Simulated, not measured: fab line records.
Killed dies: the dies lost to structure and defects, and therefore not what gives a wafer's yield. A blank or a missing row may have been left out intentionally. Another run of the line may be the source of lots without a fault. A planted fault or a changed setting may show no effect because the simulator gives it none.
Which tool was responsible? || flow nand_harc || Sampling: 6 lots, 18 wafers, 5 of 1302 route steps

## WHAT THE GAUGES READ, wafer by wafer
NHARC_END_SORT_01.
{"lot": "L658", "measured": "day 27 16:29", "on": "prober-02", "killed_at_array": "599 570 584"}
{"lot": "L663", "measured": "day 28 16:09", "on": "prober-01", "killed_at_array": "595 614 596"}

## WHAT TOOL EACH LOT RAN ON (gives the tool, then ch and the chambers of the sampled wafers, and finally the start)
{"lot": "L654", "NHARC_A_SGD_CUT_DEP_00": "pecvd-02 ch 0,2, day 19 12:32", "NHARC_THIN_TSV_DESCUM_14": "rie_diel-01 ch 0,1,2, day 23 20:08", "NHARC_THIN_TSV_DEP_47": "pecvd-04 ch 0,1,2, day 23 21:47", "NHARC_THIN_TSV_CMP_21": "cmp-03 ch 0,2,3, day 24 00:20"}
{"lot": "L655", "NHARC_A_SGD_CUT_DEP_00": "pecvd-02 ch 0,1,2, day 20 06:23", "NHARC_THIN_TSV_DESCUM_14": "rie_diel-06 ch 1,2,3, day 24 19:11", "NHARC_THIN_TSV_DEP_47": "pecvd-01 ch 1,2, day 24 20:52", "NHARC_THIN_TSV_CMP_21": "cmp-04 ch 0,2,3, day 24 23:19"}
{"lot": "L658", "NHARC_A_SGD_CUT_DEP_00": "pecvd-02 ch 0,1,2, day 22 15:40", "NHARC_THIN_TSV_DESCUM_14": "-", "NHARC_THIN_TSV_DEP_47": "-", "NHARC_THIN_TSV_CMP_21": "-"}
{"lot": "L663", "NHARC_A_SGD_CUT_DEP_00": "pecvd-02 ch 1,2, day 23 12:47", "NHARC_THIN_TSV_DESCUM_14": "-", "NHARC_THIN_TSV_DEP_47": "-", "NHARC_THIN_TSV_CMP_21": "-"}
{"lot": "L669", "NHARC_A_SGD_CUT_DEP_00": "pecvd-02 ch 0,1,2, day 26 05:25", "NHARC_THIN_TSV_DESCUM_14": "rie_diel-12 ch 0,1, day 30 18:35", "NHARC_THIN_TSV_DEP_47": "pecvd-04 ch 0,2, day 30 20:20", "NHARC_THIN_TSV_CMP_21": "cmp-03 ch 1,2, day 30 22:46"}
{"lot": "L672", "NHARC_A_SGD_CUT_DEP_00": "pecvd-01 ch 0,1, day 27 12:25", "NHARC_THIN_TSV_DESCUM_14": "rie_diel-12 ch 0,1, day 32 02:46", "NHARC_THIN_TSV_DEP_47": "pecvd-03 ch 0,1, day 32 04:32", "NHARC_THIN_TSV_CMP_21": "cmp-04 ch 0,2,3, day 32 07:13"}
- NHARC_A_SGD_CUT_DEP_00: deposits SiNx, target thk 50 nm.
- NHARC_THIN_TSV_DESCUM_14: chemistry O2, time 3 s.
- NHARC_THIN_TSV_DEP_47: deposits SiO2, target thk 200 nm.
- NHARC_THIN_TSV_CMP_21: polishes, t overpolish 30 s, target thk 2000 nm.

## THE ANSWER, worked out from the rows above alone
Rule: the usual values come from the lots themselves. Put in order of their means at a reading, lots are off if they are a third of the lots or fewer, leave a main group of 4 or more, and stand apart from it by a gap of 3 or more times the standard deviation of the main group's means; of several such gaps the widest counts. A main group is skipped when, at the precision printed for the reading in the tables above, its means are all equal. Also off: a lot with no number at a reading for which 4 or more lots have one. The other lots that the step has rows for count as sound.
Nothing can be told from this: no lot is off at any reading shown.

## WHAT THE SIMULATOR HAD INSERTED
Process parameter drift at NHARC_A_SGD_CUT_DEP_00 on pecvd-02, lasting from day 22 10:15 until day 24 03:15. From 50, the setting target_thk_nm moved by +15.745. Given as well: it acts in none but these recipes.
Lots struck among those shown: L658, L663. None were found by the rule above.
